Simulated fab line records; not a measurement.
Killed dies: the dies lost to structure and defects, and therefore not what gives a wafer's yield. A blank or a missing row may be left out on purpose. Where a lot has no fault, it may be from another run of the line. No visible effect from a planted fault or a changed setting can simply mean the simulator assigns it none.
Matching of chambers ; flow n5 finfet ; N5_BEOL_M11_ETCH_65 on rie diel-02: 4 sister chambers
The step etches SiARC in CF4, target depth 39 nm, time 65 s. 4 wafers are shown with their chamber, then 9 later ones without.

== WAFERS PAIRED WITH THEIR CHAMBERS ==
wafer;chamber;drypump motor current A (A)
L082.2;2;5.8
L085.3;3;5.0
L085.5;1;5.9
L085.6;0;5.9

== WAFERS WITH NO CHAMBER GIVEN ==
wafer;drypump motor current A (A)
L087.2;5.9
L087.4;5.8
L087.6;5.0
L086.1;5.8
L086.2;6.0
L086.5;5.9
L090.1;5.9
L090.5;6.0
L090.6;5.9

== WHICH CHAMBER EACH WENT THROUGH ==
wafer;from the rows above;in truth
L087.2;can't be placed: 0 or 1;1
L087.4;2;2
L087.6;3;3
L086.1;2;2
L086.2;can't be placed: 0 or 1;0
L086.5;can't be placed: 0 or 1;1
L090.1;can't be placed: 0 or 1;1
L090.5;can't be placed: 0 or 1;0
L090.6;can't be placed: 0 or 1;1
Placed correctly: 3 of 9. Can't be placed from these rows: 6 (the true chamber is among the candidates in 6). Wrongly placed: 0.
How it was worked out, from the rows above alone: a wafer's distance from a chamber is the root of the sum, over the readings, of the square of ((its reading less the chamber's mean) divided by the reading's scatter). If the next closest chamber is less than 2 further off than the closest, the wafer can't be placed; otherwise it belongs to the closest. For every chamber, the mean is computed from those of its wafers that are shown. The scatter: root of mean squared gap, hidden wafer to nearest shown wafer, with one shown wafer a chamber.
